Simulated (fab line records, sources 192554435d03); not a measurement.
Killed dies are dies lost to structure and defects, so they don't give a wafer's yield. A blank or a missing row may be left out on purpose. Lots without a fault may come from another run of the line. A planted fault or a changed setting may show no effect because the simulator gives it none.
fab line records | flow n5_finfet
record lots=24 wafers=72 last_day=19
route steps=1938 shown BEOL_M4@1098 BEOL_M5@1128
lots that met no fault: from a run of the same line without faults
start_h: hours from the record's first day to the start of the lot's first wafer shown | wait_h: hours since the lot's step before | " the same as in the row above | L1.1+2: a row that stands for several wafers | - no value, or no start given | * or withheld: withheld | < > ~ a bound
route shown NAME@n: a module of which the file shows steps, and the number in the route of the first | usual: mean/standard deviation of fault-free wafers | same: alike in all rows | chamber/n: place in a boat | sites: the reading at each site | _std_site: their standard deviation | _edge_site: outer sites' mean less inner sites' | radius_mm: how far each site lies from the wafer's centre | mask NAME#n: copy n | behind: the tool/chamber that last shaped the wafer | hold: why the lot was held/for how many hours/how that ended | device: the transistor (n, p or np) that didn't switch | end of line: the same wafers' tests at the end of the route | a step without rows: its recipe alone | killed: dies lost to structure and defects at the first sort, not the wafer's yield | map: a wafer's dies, x killed, . not, _ none there
set.NAME: the setting as run; set.NAME@STEP: as run at that earlier step | model.NAME: the simulator's own value behind a step, which no gauge read
steps of the route over a sample of lots; a table a step, a row a wafer
services: from which hour (start_h, from the record's first day; less than 0 if before it) a tool's chamber was out of use, for how many hours, and why
## steps
# step N5_BEOL_M4_SPUTTER_94
# recipe material=Cu target_thk_a=45 temp_c=-20 chamber_pressure_pa=0.07 power_w=withheld time_s=8.29
# usual chuck_gas_flow_sccm=1.26/0.043 throttle_valve_pct=30.8/1
# columns lot.wafer tool chamber start_h wait_h chuck_gas_flow_sccm throttle_valve_pct
L075.2 pvd_sputter-03 - 175.96 0.1 1.27 28.9
L075.3 " - " " 1.28 31.2
L075.5 " - " " 1.22 28.9
L074.2 pvd_sputter-01 - 180.74 0.1 1.23 31.1
L074.3 " - " " 1.23 29.6
L074.6 " - " " 1.25 30.6
L076.1 pvd_sputter-02 - 187.11 0.1 1.28 30.3
L076.4 " - " " 1.29 31.5
L076.5 " - " " 1.25 29.9
L077.3 pvd_sputter-01 - 193.76 0.1 1.18 31.0
L077.5 " - " " 1.21 30.8
L077.6 " - " " 1.19 30.7
L078.1 pvd_sputter-02 - 194.95 0.1 1.30 32.3
L078.2 " - " " 1.25 30.5
L078.3 " - " " 1.21 29.9
L079.2 pvd_sputter-03 - 209.79 0.1 1.32 30.8
L079.4 " - " " 1.26 28.5
L079.6 " - " " 1.18 28.7
L082.4 pvd_sputter-01 - 227.90 0.1 1.19 32.2
L082.5 " - " " 1.27 30.6
L082.6 " - " " 1.29 32.3
L081.2 pvd_sputter-01 - 233.22 0.1 1.23 30.5
L081.3 " - " " 1.30 30.8
L081.5 " - " " 1.25 30.7
L080.1 pvd_sputter-02 - 236.18 0.1 1.22 30.1
L080.2 " - " " 1.18 31.7
L080.6 " - " " 1.30 30.0
L084.1 pvd_sputter-02 - 240.43 0.1 1.27 30.3
L084.4 " - " " 1.26 31.5
L084.6 " - " " 1.30 32.4
L083.2 pvd_sputter-03 - 244.10 0.1 1.19 31.2
L083.3 " - " " 1.28 30.5
L083.5 " - " " 1.26 30.3
L085.2 pvd_sputter-02 - 247.20 0.1 1.27 31.5
L085.3 " - " " 1.21 32.2
L085.6 " - " " 1.30 30.4
L086.2 pvd_sputter-02 - 261.75 0.1 1.23 30.1
L086.3 " - " " 1.18 31.8
L086.4 " - " " 1.22 32.4
L088.2 pvd_sputter-01 - 279.29 0.1 1.29 29.5
L088.5 " - " " 1.18 32.4
L088.6 " - " " 1.25 29.5
L087.1 pvd_sputter-01 - 282.17 0.1 1.24 30.5
L087.2 " - " " 1.26 29.7
L087.6 " - " " 1.29 30.4
L091.3 pvd_sputter-02 - 285.01 0.1 1.20 30.3
L091.4 " - " " 1.23 29.8
L091.6 " - " " 1.30 32.3
L089.2 pvd_sputter-02 - 290.61 0.1 1.23 30.5
L089.4 " - " " 1.21 30.1
L089.5 " - " " 1.33 30.2
L092.4 pvd_sputter-03 - 309.28 0.1 1.19 30.4
L092.5 " - " " 1.29 30.6
L092.6 " - " " 1.23 28.9
L090.2 pvd_sputter-01 - 310.07 0.1 1.26 30.8
L090.3 " - " " 1.29 32.2
L090.4 " - " " 1.33 30.4
L093.1 pvd_sputter-02 - 316.27 0.1 1.24 30.2
L093.2 " - " " 1.27 31.4
L093.4 " - " " 1.22 32.4
L094.1 pvd_sputter-01 - 329.46 0.1 1.21 29.7
L094.2 " - " " 1.28 32.1
L094.3 " - " " 1.32 30.7
L095.1 pvd_sputter-02 - 329.70 0.1 1.22 32.3
L095.4 " - " " 1.22 31.7
L095.5 " - " " 1.26 30.0
L096.3 pvd_sputter-03 - 337.68 0.1 1.32 30.6
L096.5 " - " " 1.27 28.6
L096.6 " - " " 1.18 30.4
L097.1 pvd_sputter-02 - 339.49 0.1 1.27 30.2
L097.5 " - " " 1.26 31.4
L097.6 " - " " 1.32 30.1
# step N5_BEOL_M4_ANNEAL_51
# recipe temp_c=225 time_s=90 ambient=N2
# usual wafer_temp_C_max=226.08/0.29
# columns lot.wafer tool chamber start_h wait_h wafer_temp_C_max
L075.2 rtp_anneal-02 0 176.53 0.2 226.67
L075.3 " 0 " " 226.15
L075.5 " 0 " " 226.11
L074.2 rtp_anneal-02 0 186.03 4.9 226.11
L074.3 " 0 " " 226.34
L074.6 " 0 " " 225.98
L076.1 rtp_anneal-02 0 190.36 2.9 225.70
L076.4 " 0 " " 225.94
L076.5 " 0 " " 226.40
L077.3 rtp_anneal-02 0 195.34 1.2 225.83
L077.5 " 0 " " 225.97
L077.6 " 0 " " 226.17
L078.1 rtp_anneal-02 0 197.65 2.3 226.08
L078.2 " 0 " " 226.33
L078.3 " 0 " " 226.01
L079.2 rtp_anneal-02 0 210.32 0.2 225.77
L079.4 " 0 " " 225.84
L079.6 " 0 " " 226.16
L082.4 rtp_anneal-02 0 229.49 1.2 225.84
L082.5 " 0 " " 226.14
L082.6 " 0 " " 226.06
L081.2 rtp_anneal-02 0 236.12 2.5 226.72
L081.3 " 0 " " 226.36
L081.5 " 0 " " 226.25
L080.1 rtp_anneal-02 0 240.10 3.6 225.73
L080.2 " 0 " " 225.99
L080.6 " 0 " " 226.43
L084.1 rtp_anneal-02 0 245.38 4.6 226.02
L084.4 " 0 " " 226.27
L084.6 " 0 " " 226.40
L083.2 rtp_anneal-02 0 247.49 3.0 226.38
L083.3 " 0 " " 226.17
L083.5 " 0 " " 226.59
L085.2 rtp_anneal-02 0 249.11 1.6 225.87
L085.3 " 0 " " 226.01
L085.6 " 0 " " 226.49
L086.2 rtp_anneal-02 0 262.21 0.1 226.13
L086.3 " 0 " " 226.47
L086.4 " 0 " " 225.92
L088.2 rtp_anneal-01 0 279.75 0.1 225.49
L088.5 " 0 " " 226.02
L088.6 " 0 " " 225.68
L087.1 rtp_anneal-01 0 282.58 0.1 225.67
L087.2 " 0 " " 225.68
L087.6 " 0 " " 225.66
L091.3 rtp_anneal-02 0 285.52 0.1 226.29
L091.4 " 0 " " 226.12
L091.6 " 0 " " 226.07
L089.2 rtp_anneal-01 0 291.08 0.1 226.12
L089.4 " 0 " " 225.48
L089.5 " 0 " " 225.61
L092.4 rtp_anneal-01 0 309.83 0.2 225.89
L092.5 " 0 " " 226.23
L092.6 " 0 " " 225.88
L090.2 rtp_anneal-02 0 310.53 0.1 226.39
L090.3 " 0 " " 226.60
L090.4 " 0 " " 226.32
L093.1 rtp_anneal-01 0 316.81 0.2 225.81
L093.2 " 0 " " 225.62
L093.4 " 0 " " 225.52
L094.1 rtp_anneal-02 0 329.89 0.1 226.12
L094.2 " 0 " " 226.00
L094.3 " 0 " " 225.91
L095.1 rtp_anneal-01 0 330.11 0.1 226.15
L095.4 " 0 " " 226.04
L095.5 " 0 " " 225.82
L096.3 rtp_anneal-01 0 338.19 0.1 225.81
L096.5 " 0 " " 225.82
L096.6 " 0 " " 226.07
L097.1 rtp_anneal-01 0 339.91 0.1 225.82
L097.5 " 0 " " 225.86
L097.6 " 0 " " 226.10
# step N5_BEOL_M5_INSPECT_13
# recipe mode=adi inspect_instrument=brightfield
# usual raw_defect_count=380/84
# columns lot.wafer tool chamber start_h wait_h raw_defect_count
L075.2 defect_inspect-01 - 180.36 0.0 384
L075.3 " - " " 383
L075.5 " - " " 448
L074.2 defect_inspect-02 - 189.03 0.0 482
L074.3 " - " " 482
L074.6 " - " " 461
L076.1 defect_inspect-02 - 194.82 0.1 391
L076.4 " - " " 433
L076.5 " - " " 390
L077.3 defect_inspect-02 - 200.06 0.0 531
L077.5 " - " " 345
L077.6 " - " " 292
L078.1 defect_inspect-02 - 202.72 0.1 505
L078.2 " - " " 427
L078.3 " - " " 338
L079.2 defect_inspect-02 - 214.27 0.0 518
L079.4 " - " " 403
L079.6 " - " " 293
L082.4 defect_inspect-02 - 233.68 0.0 455
L082.5 " - " " 490
L082.6 " - " " 455
L081.2 defect_inspect-01 - 239.09 0.0 330
L081.3 " - " " 241
L081.5 " - " " 458
L080.1 defect_inspect-01 - 245.09 0.1 257
L080.2 " - " " 295
L080.6 " - " " 233
L084.1 defect_inspect-02 - 248.72 0.1 364
L084.4 " - " " 448
L084.6 " - " " 254
L083.2 defect_inspect-02 - 250.58 0.0 331
L083.3 " - " " 320
L083.5 " - " " 259
L085.2 defect_inspect-01 - 252.21 0.0 390
L085.3 " - " " 535
L085.6 " - " " 472
L086.2 defect_inspect-02 - 265.92 0.0 289
L086.3 " - " " 490
L086.4 " - " " 307
L088.2 defect_inspect-02 - 285.41 0.0 315
L088.5 " - " " 256
L088.6 " - " " 389
L087.1 defect_inspect-01 - 286.07 0.1 323
L087.2 " - " " 314
L087.6 " - " " 430
L091.3 defect_inspect-02 - 289.36 0.0 306
L091.4 " - " " 358
L091.6 " - " " 331
L089.2 defect_inspect-02 - 294.67 0.0 418
L089.4 " - " " 245
L089.5 " - " " 338
L092.4 defect_inspect-02 - 314.21 0.0 403
L092.5 " - " " 244
L092.6 " - " " 480
L090.2 defect_inspect-02 - 314.55 0.0 275
L090.3 " - " " 383
L090.4 " - " " 414
L093.1 defect_inspect-02 - 320.78 0.1 317
L093.2 " - " " 426
L093.4 " - " " 292
L094.1 defect_inspect-01 - 333.67 0.1 411
L094.2 " - " " 370
L094.3 " - " " 396
L095.1 defect_inspect-01 - 333.87 0.1 415
L095.4 " - " " 374
L095.5 " - " " 515
L096.3 defect_inspect-02 - 342.89 0.0 323
L096.5 " - " " 346
L096.6 " - " " 404
L097.1 defect_inspect-02 - 343.29 0.1 402
L097.5 " - " " 440
L097.6 " - " " 678
# step N5_BEOL_M5_STRIP_64
# recipe chemistry=CF4 resist=SiARC power_w=300 bias_power_w=75 pressure_mtorr=50 cf4_flow_sccm=150 rf_frequency_hz=6e+07
# usual drypump_motor_current_A=5.6/0.34 oes_product_au=0.75/0.071 rf_vpp_V=271.5/1.5 showerhead_plenum_p_Torr=1.81/0.055 throttle_valve_pct=13.78/0.22
# columns lot.wafer tool chamber start_h wait_h drypump_motor_current_A oes_product_au rf_hours_counter_h rf_vpp_V showerhead_plenum_p_Torr throttle_valve_pct
L075.2 rie_diel-03 2 180.60 0.0 5.3 0.74 147 271.1 1.79 13.90
L075.3 " 1 " " 5.9 0.94 1 274.9 1.89 13.48
L075.5 " 2 " " 5.3 0.74 - 270.5 1.79 13.88
L074.2 rie_diel-01 3 189.27 0.0 6.4 0.71 185 270.1 1.72 13.72
L074.3 " 0 " " 5.7 0.71 189 269.8 1.79 13.84
L074.6 " 2 " " 5.5 0.73 - 272.6 1.86 14.04
L076.1 rie_diel-02 3 195.06 0.0 5.0 0.92 23 273.6 1.91 13.59
L076.4 " 1 " " 5.6 0.72 190 271.2 1.85 13.77
L076.5 " 1 " " 5.6 0.71 - 273.3 1.85 13.78
L077.3 rie_diel-02 2 200.30 0.0 5.7 0.70 199 271.0 1.79 13.96
L077.5 " 3 " " 5.0 0.92 - 274.1 1.91 13.60
L077.6 " 2 " " 5.6 0.70 - 270.6 1.79 13.96
L078.1 rie_diel-03 1 202.96 0.0 5.9 0.92 7 272.6 1.89 13.48
L078.2 " 0 " " 5.4 0.73 186 270.7 1.78 13.68
L078.3 " 2 " " 5.3 0.75 153 271.2 1.79 13.89
L079.2 rie_diel-02 2 214.51 0.0 5.6 0.70 202 268.9 1.79 13.97
L079.4 " 0 " " 5.8 0.84 62 268.8 1.76 13.30
L079.6 " 0 " " 5.8 0.83 - 270.8 1.76 13.30
L082.4 rie_diel-03 1 233.95 0.0 6.0 0.88 15 274.1 1.89 13.49
L082.5 " 3 " " 5.5 0.72 - 269.7 1.78 14.01
L082.6 " 0 " " 5.4 0.72 - 270.7 1.78 13.69
L081.2 rie_diel-02 3 239.33 0.0 5.0 0.90 33 275.0 1.90 13.61
L081.3 " 0 " " 5.8 0.83 67 271.6 1.76 13.31
L081.5 " 2 " " 5.7 0.70 - 270.9 1.79 13.99
L080.1 rie_diel-01 0 246.99 0.0 5.8 0.70 204 270.3 1.78 13.87
L080.2 " 3 " " 6.4 0.70 200 271.9 1.72 13.76
L080.6 " 1 " " 6.1 0.73 - 271.9 1.77 13.85
L084.1 rie_diel-01 3 250.63 0.0 6.5 0.71 201 269.9 1.72 13.78
L084.4 " 0 " " 5.7 0.70 206 271.2 1.78 13.89
L084.6 " 2 " " 5.5 0.72 - 272.3 1.86 14.08
L083.2 rie_diel-02 3 252.83 0.0 5.0 0.90 37 273.7 1.90 13.62
L083.3 " 2 " " 5.6 0.70 213 271.0 1.79 13.99
L083.5 " 2 " " 5.6 0.69 - 270.3 1.79 13.99
L085.2 rie_diel-01 0 254.22 0.0 5.7 0.69 208 272.0 1.78 13.89
L085.3 " 1 " " 6.0 0.72 203 270.5 1.77 13.86
L085.6 " 2 " " 5.5 0.71 - 272.7 1.86 14.08
L086.2 rie_diel-01 0 266.16 0.0 5.8 0.70 212 271.5 1.78 13.89
L086.3 " 1 " " 6.0 0.72 207 271.2 1.77 13.86
L086.4 " 2 " " 5.5 0.71 191 272.0 1.86 14.09
L088.2 rie_diel-03 2 285.65 0.0 5.4 0.73 173 270.7 1.79 13.93
L088.5 " 2 " " 5.3 0.72 - 271.7 1.79 13.92
L088.6 " 1 " " 5.9 0.87 - 273.9 1.89 13.52
L087.1 rie_diel-01 2 286.37 0.0 5.5 0.70 197 274.3 1.86 14.12
L087.2 " 3 " " 6.5 0.70 214 267.5 1.71 13.79
L087.6 " 1 " " 6.1 0.72 - 270.0 1.77 13.88
L091.3 rie_diel-03 2 289.61 0.0 5.3 0.72 174 271.0 1.79 13.94
L091.4 " 1 " " 5.9 0.87 28 272.4 1.89 13.53
L091.6 " 1 " " 6.0 0.87 - 274.7 1.89 13.54
L089.2 rie_diel-02 1 295.01 0.0 5.6 0.70 214 272.9 1.84 13.83
L089.4 " 0 " " 5.8 0.81 81 270.8 1.76 13.34
L089.5 " 1 " " 5.6 0.70 - 270.6 1.84 13.85
L092.4 rie_diel-03 0 314.45 0.0 5.4 0.71 212 273.1 1.77 13.73
L092.5 " 2 " " 5.3 0.72 - 269.5 1.78 13.96
L092.6 " 1 " " 5.9 0.85 - 273.4 1.88 13.55
L090.2 rie_diel-03 2 314.79 0.0 5.3 0.72 181 269.2 1.78 13.96
L090.3 " 3 " " 5.5 0.71 233 270.4 1.78 14.06
L090.4 " 0 " " 5.4 0.70 212 271.2 1.77 13.75
L093.1 rie_diel-02 1 321.02 0.0 5.6 0.70 223 273.2 1.84 13.87
L093.2 " 3 " " 5.0 0.87 56 274.5 1.90 13.67
L093.4 " 0 " " 5.8 0.81 89 268.1 1.76 13.36
L094.1 rie_diel-02 1 335.42 0.0 5.6 0.68 228 273.4 1.84 13.86
L094.2 " 0 " " 5.7 0.79 94 271.0 1.76 13.35
L094.3 " 3 " " 5.0 0.86 61 273.5 1.90 13.68
L095.1 rie_diel-02 2 335.71 0.0 5.7 0.68 238 269.3 1.78 14.06
L095.4 " 1 " " 5.6 0.69 228 273.2 1.84 13.88
L095.5 " 1 " " 5.6 0.69 - 271.6 1.84 13.87
L096.3 rie_diel-02 2 345.12 0.0 5.7 0.67 243 270.1 1.78 14.06
L096.5 " 0 " " 5.8 0.80 - 269.3 1.75 13.39
L096.6 " 3 " " 5.0 0.85 - 272.4 1.90 13.70
L097.1 rie_diel-02 0 345.60 0.0 5.8 0.79 99 271.2 1.75 13.39
L097.5 " 1 " " 5.6 0.69 - 273.2 1.84 13.89
L097.6 " 0 " " 5.8 0.79 - 269.5 1.75 13.38
# step N5_BEOL_M5_OVL_MEAS_29
# recipe points_per_wafer=522
# usual V4_OVL=0.2/0.68
# columns lot.wafer tool chamber start_h wait_h V4_OVL[nm]
L075.2 overlay-02 0 181.65 0.0 0.3
L075.3 " 0 " " 0.6
L075.5 " 0 " " 0.8
L074.2 overlay-02 0 190.91 0.0 -0.5
L074.3 " 0 " " -0.8
L074.6 " 0 " " -0.7
L076.1 overlay-02 0 195.76 0.0 0.2
L076.4 " 0 " " 0.6
L076.5 " 0 " " 0.8
L077.3 overlay-02 0 201.44 0.0 0.7
L077.5 " 0 " " 0.4
L077.6 " 0 " " 0.3
L078.1 overlay-02 0 206.53 0.0 1.0
L078.2 " 0 " " 0.9
L078.3 " 0 " " 1.7
L079.2 overlay-01 0 217.06 0.0 -0.3
L079.4 " 0 " " 0.3
L079.6 " 0 " " -0.2
L082.4 overlay-01 0 235.85 0.0 0.3
L082.5 " 0 " " -0.1
L082.6 " 0 " " -1.0
L081.2 overlay-01 0 240.13 0.0 0.0
L081.3 " 0 " " -0.8
L081.5 " 0 " " -0.6
L080.1 overlay-01 0 248.21 0.0 -0.8
L080.2 " 0 " " -0.2
L080.6 " 0 " " -1.2
L084.1 overlay-01 0 251.57 0.0 0.0
L084.4 " 0 " " 0.4
L084.6 " 0 " " 0.0
L083.2 overlay-01 0 253.67 0.0 2.0
L083.3 " 0 " " 0.8
L083.5 " 0 " " 0.8
L085.2 overlay-02 0 255.48 0.0 0.4
L085.3 " 0 " " 0.3
L085.6 " 0 " " -0.1
L086.2 overlay-01 0 266.86 0.0 1.9
L086.3 " 0 " " 0.8
L086.4 " 0 " " 1.2
L088.2 overlay-01 0 287.85 0.0 1.0
L088.5 " 0 " " 0.6
L088.6 " 0 " " -0.3
L087.1 overlay-02 0 287.90 0.0 -0.2
L087.2 " 0 " " -0.7
L087.6 " 0 " " 0.3
L091.3 overlay-02 0 291.59 0.0 0.2
L091.4 " 0 " " 0.9
L091.6 " 0 " " 1.2
L089.2 overlay-02 0 296.38 0.0 0.5
L089.4 " 0 " " 0.6
L089.5 " 0 " " 0.2
L092.4 overlay-01 0 316.10 0.0 1.6
L092.5 " 0 " " 1.3
L092.6 " 0 " " 0.5
L090.2 overlay-02 0 316.14 0.0 -0.8
L090.3 " 0 " " -0.5
L090.4 " 0 " " -0.1
L093.1 overlay-01 0 321.86 0.0 1.9
L093.2 " 0 " " -0.1
L093.4 " 0 " " 0.1
L095.1 overlay-01 0 339.15 0.0 0.4
L095.4 " 0 " " 0.3
L095.5 " 0 " " -0.1
L094.1 overlay-02 0 339.20 0.0 -0.1
L094.2 " 0 " " 1.3
L094.3 " 0 " " 0.7
L097.1 overlay-02 0 348.20 0.0 -1.2
L097.5 " 0 " " -0.1
L097.6 " 0 " " -0.3
L096.3 overlay-02 0 348.26 0.0 0.3
L096.5 " 0 " " 0.3
L096.6 " 0 " " -0.4
# step N5_BEOL_M5_OCD_MEAS_38
# usual trench_depth_nm=71.5/1.1
# columns lot.wafer tool chamber start_h wait_h trench_depth_nm
L075.2 ocd-02 - 182.15 - 72.2
L075.3 " - " " 71.1
L075.5 " - " " 71.3
L074.2 ocd-02 - 191.75 - 70.9
L074.3 " - " " 70.9
L074.6 " - " " 72.6
L076.1 ocd-01 - 196.27 - 73.9
L076.4 " - " " 70.4
L076.5 " - " " 71.1
L077.3 ocd-01 - 201.94 - 73.5
L077.5 " - " " 72.0
L077.6 " - " " 70.8
L078.1 ocd-02 - 207.41 - 72.3
L078.2 " - " " 70.8
L078.3 " - " " 72.2
L079.2 ocd-02 - 217.56 - 70.6
L079.4 " - " " 71.4
L079.6 " - " " 71.8
L082.4 ocd-02 - 237.17 - 70.8
L082.5 " - " " 72.1
L082.6 " - " " 70.9
L081.2 ocd-02 - 241.25 - 72.1
L081.3 " - " " 73.4
L081.5 " - " " 72.1
L080.1 ocd-02 - 250.27 - 70.5
L080.2 " - " " 72.4
L080.6 " - " " 70.7
L084.1 ocd-01 - 254.02 - 73.3
L084.4 " - " " 71.1
L084.6 " - " " 72.9
L083.2 ocd-02 - 255.57 - 71.7
L083.3 " - " " 72.1
L083.5 " - " " 73.5
L085.2 ocd-02 - 256.47 - 70.8
L085.3 " - " " 71.2
L085.6 " - " " 70.2
L086.2 ocd-02 - 267.37 - 71.5
L086.3 " - " " 71.5
L086.4 " - " " 72.8
L088.2 ocd-02 - 288.36 - 69.6
L088.5 " - " " 71.6
L088.6 " - " " 71.3
L087.1 ocd-01 - 288.41 - 70.3
L087.2 " - " " 72.2
L087.6 " - " " 72.7
L091.3 ocd-02 - 292.99 - 71.6
L091.4 " - " " 69.7
L091.6 " - " " 71.9
L089.2 ocd-02 - 296.89 - 71.9
L089.4 " - " " 69.1
L089.5 " - " " 71.2
L092.4 ocd-01 - 316.61 - 71.7
L092.5 " - " " 70.3
L092.6 " - " " 70.9
L090.2 ocd-01 - 317.00 - 70.2
L090.3 " - " " 70.9
L090.4 " - " " 71.2
L093.1 ocd-01 - 322.37 - 72.2
L093.2 " - " " 71.6
L093.4 " - " " 70.7
L095.1 ocd-01 - 342.82 - 71.5
L095.4 " - " " 70.6
L095.5 " - " " 72.2
L094.1 ocd-02 - 343.12 - 71.5
L094.2 " - " " 72.5
L094.3 " - " " 69.8
L097.1 ocd-02 - 348.76 - 72.3
L097.5 " - " " 72.2
L097.6 " - " " 73.6
L096.3 ocd-01 - 349.17 - 71.2
L096.5 " - " " 70.8
L096.6 " - " " 72.6
## services
# columns tool chamber start_h hours kind
rtp_anneal-02 - 161.36 4.3 pm
rie_diel-03 1 161.54 - clean
rie_diel-03 1 161.54 - consumable_replace:focus_ring
rie_diel-03 1 161.54 - consumable_replace:showerhead
rie_diel-03 1 161.54 15.7 scheduled_down
rie_diel-03 1 161.54 15.7 vent_cycle
pvd_sputter-03 - 168.35 2.5 repair
rie_diel-03 - 238.74 15.6 pm
rie_diel-02 - 241.28 5.4 repair
pvd_sputter-03 - 256.81 10.5 repair
rie_diel-03 0 260.05 1.3 repair
rie_diel-03 - 329.81 14.6 pm
rie_diel-01 - 333.19 2.8 pm
## key
fault none
